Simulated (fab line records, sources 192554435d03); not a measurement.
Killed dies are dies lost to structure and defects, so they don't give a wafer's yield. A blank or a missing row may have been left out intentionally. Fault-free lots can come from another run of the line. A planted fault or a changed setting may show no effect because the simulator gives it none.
A struck lot beside a sound one / flow n5-finfet / 42 steps out of a route of 1938
Sound: wafers L230.1, L230.2, L230.4. Struck: wafer L243.6 (left out: L243.1, a lot-mate that was not struck); the cause follows at the end.
Per side, at each step with rows, come the tool, then ch with its chambers, and then its first start. Under that, the readings that differ: sound wafers / struck wafers / difference of the means / sigmas: that difference in standard deviations of wafers without a fault.
alike: readings with means less than 2 such deviations apart, plus words and numbers identical on both sides. not compared: withheld readings, readings lacking a value on some wafer, bounds such as >300 that could conceal the same value, and numbers that have no deviation in the record and whose values overlap.
A row with sigmas, a row that says differs or no value, or rows on one side alone: a step with any of these is where the two part. Numbers that have no deviation but don't overlap get no sigmas and don't part them. A reading that every wafer of one side lacks parts them only if that side has two wafers or more.

first, 8 steps without rows for these wafers: N5_BEOL_M2_ANNEAL_51 (time 90 s); N5_BEOL_M2_CMP_52 (polishes, stops on SiOC, t overpolish 6.8 s, target thk 40 nm); N5_BEOL_M2_PRE_CLEAN_60 (time 15 s); N5_BEOL_M2_CO_CAP_55 (material Co, precursor CCTBA/H2, target thk 2 nm, time 102.1 s); N5_BEOL_M2_PRE_CLEAN_56 (time 15 s); N5_BEOL_M2_DEP_57 (deposits SiCN from 3MS/NH3, target thk 8 nm, time 14 s); N5_BEOL_M3_ILD_DEP_00 (deposits SiOC from DEMS/O2, target thk 79 nm, time 15.3 s); N5_BEOL_M3_PECVD_72 (deposits SiO2 from TEOS/O2, target thk 16 nm, time 18 s).
N5_BEOL_M3_HM_DEP_02: deposits TiN, target thk 20 nm.
  sound on pvd-sputter-01, day 8 20:02; struck on pvd-sputter-01, day 12 02:15
reading=model.TiN_of_BEOL_M3_HM_DEP_02.thk-nm (nm); sound=20 19.8 19.8; struck=31.4; difference=+11.5; sigmas=
  alike: susceptor-temp-C, throttle-valve-pct
then, 16 steps without rows for these wafers: N5_BEOL_M3_COAT_61 (time 60 s, resist thk 60 nm); N5_BEOL_M3_COAT_62 (time 60 s, resist thk 12 nm); N5_BEOL_M3_COAT_73 (time 60 s, resist thk 5 nm); N5_BEOL_M3_COAT_05 (resist thk 30 nm); N5_BEOL_M3_EBR_07; N5_BEOL_M3_SOFTBAKE_06 (time 60 s); N5_BEOL_M3_EXPOSE_08 (exposes mask M3); N5_BEOL_M3_PEB_09 (peb time 60 s); N5_BEOL_M3_DEVELOP_10 (develop time 30 s); N5_BEOL_M3_DESCUM_16 (chemistry O2, time 7 s); N5_BEOL_M3_ETCH_74 (etches underlayer in N2/H2, target depth 6.5 nm, time 5.2 s); N5_BEOL_M3_ETCH_63 (etches SiARC in CF4, target depth 15.6 nm, time 26 s); N5_BEOL_M3_ETCH_64 (etches SOC in N2/H2, target depth 75 nm, overetch 15 nm, time 112.5 s); N5_BEOL_M3_STRIP_65 (strips in N2/H2); N5_BEOL_M3_STRIP_75 (strips in N2/H2); N5_BEOL_M3_STRIP_66 (strips in CF4).
N5_BEOL_M3_HM_OPEN_17: chemistry Cl2/BCl3, target TiN, target depth 20 nm, overetch 6 nm.
  sound on rie-metal-02 ch 0,1, day 8 20:47; struck on rie-metal-01 ch 1, day 12 03:11
reading=throttle-valve-pct (%); sound=22.19 22.41 22.38; struck=21.80; difference=-0.53; sigmas=-4
reading=model.etch.depth-nm (nm); sound=19.94 19.9 19.81; struck=26.03; difference=+6.15; sigmas=
  alike: chamber-pressure-mTorr, drypump-motor-current-A, mfc-cl2-sccm, oes_ar_750_au, oes-product-au
  not compared: rf-hours-counter-h
then, 8 steps without rows for these wafers: N5_BEOL_M3_STRIP_19 (strips in O2); N5_BEOL_M3_COAT_67 (time 60 s, resist thk 60 nm); N5_BEOL_M3_COAT_68 (time 60 s, resist thk 12 nm); N5_BEOL_M3_COAT_76 (time 60 s, resist thk 5 nm); N5_BEOL_M3_COAT_22 (resist thk 30 nm); N5_BEOL_M3_EBR_24; N5_BEOL_M3_SOFTBAKE_23 (time 60 s); N5_BEOL_M3_EXPOSE_25 (exposes mask V2, defocus 5 nm).
N5_BEOL_M3_ETCHBACK_99: etches SiO2 in CHF3, target depth 5 nm, time 10.4 s.
  sound on rie-diel-04 ch 2,3, day 8 21:48; struck on rie-diel-02 ch 2, day 12 05:17
reading=oes-product-au (a.u.); sound=0.70 0.90 0.91; struck=0.26; difference=-0.58; sigmas=-6
  alike: chamber-pressure-mTorr, drypump-motor-current-A, oes_ar_750_au, rf-vpp-V, showerhead-plenum-p-Torr, throttle-valve-pct
  not compared: rf-hours-counter-h
N5_BEOL_M3_VIA_ETCH_34: etches the open film in C4F6/O2, target depth 69.4 nm, time 65.9 s.
  sound on rie-diel-04 ch 2,3, day 8 21:56; struck on rie-diel-02 ch 2, day 12 05:26
reading=oes-product-au (a.u.); sound=0.70 0.90 0.90; struck=0.26; difference=-0.57; sigmas=-6
  alike: chamber-pressure-mTorr, drypump-motor-current-A, oes_ar_750_au, rf-vpp-V, showerhead-plenum-p-Torr, throttle-valve-pct
  not compared: rf-hours-counter-h
N5_BEOL_M3_TRENCH_ETCH_37: etches SiOC in C4F6/O2, target depth 55.555 nm, time 29.2 s.
  sound on rie-diel-04 ch 2,3; struck on rie-diel-02 ch 2
reading=model.TiN_of_BEOL_M3_HM_DEP_02.thk-nm (nm); sound=17.6 17.4 17.4; struck=29; difference=+12; sigmas=
  alike: chamber-pressure-mTorr, drypump-motor-current-A, oes_ar_750_au, oes-product-au, rf-vpp-V, showerhead-plenum-p-Torr, throttle-valve-pct
  not compared: rf-hours-counter-h
N5_BEOL_M3_OCD_MEAS_38:
  sound on ocd-01, day 8 22:11; struck on ocd-02, day 12 05:41
reading=trench-depth-nm (nm); sound=55.0 57.4 56.6; struck=0.4; difference=-55.9; sigmas=-51
N5_BEOL_M3_CD_MEAS_35: target cd 18 nm, target cd y 21 nm.
  sound on cd-sem-02, day 8 22:21; struck on cd-sem-01, day 12 05:50
  not compared: cd-nm
N5_BEOL_M3_THK_MEAS_53: measures by xrf.
  sound on film-metro-01, day 9 02:46; struck on film-metro-01, day 12 09:30
  not compared: M3_THK
N5_BEOL_M4_RC_MEAS_101:
  the record has rows for the sound wafers here (prober-01 ch 0, day 9 10:06) and none for the struck ones
-- here the record skips 5 days between the struck wafers' starts before and after, leaving off in module BEOL_M4 and picking up in module PASSIVATION (first step shown: number 1936 of the route) --
N5_PASSIVATION_PROBE_49:
  record: rows for the struck wafers here (prober-02, day 17 02:10), none for the sound ones

WHERE THEY PART
Last at N5_PASSIVATION_PROBE_49 as far as this record goes, first at N5_BEOL_M3_HM_OPEN_17.

WHY: the cause the simulator had injected
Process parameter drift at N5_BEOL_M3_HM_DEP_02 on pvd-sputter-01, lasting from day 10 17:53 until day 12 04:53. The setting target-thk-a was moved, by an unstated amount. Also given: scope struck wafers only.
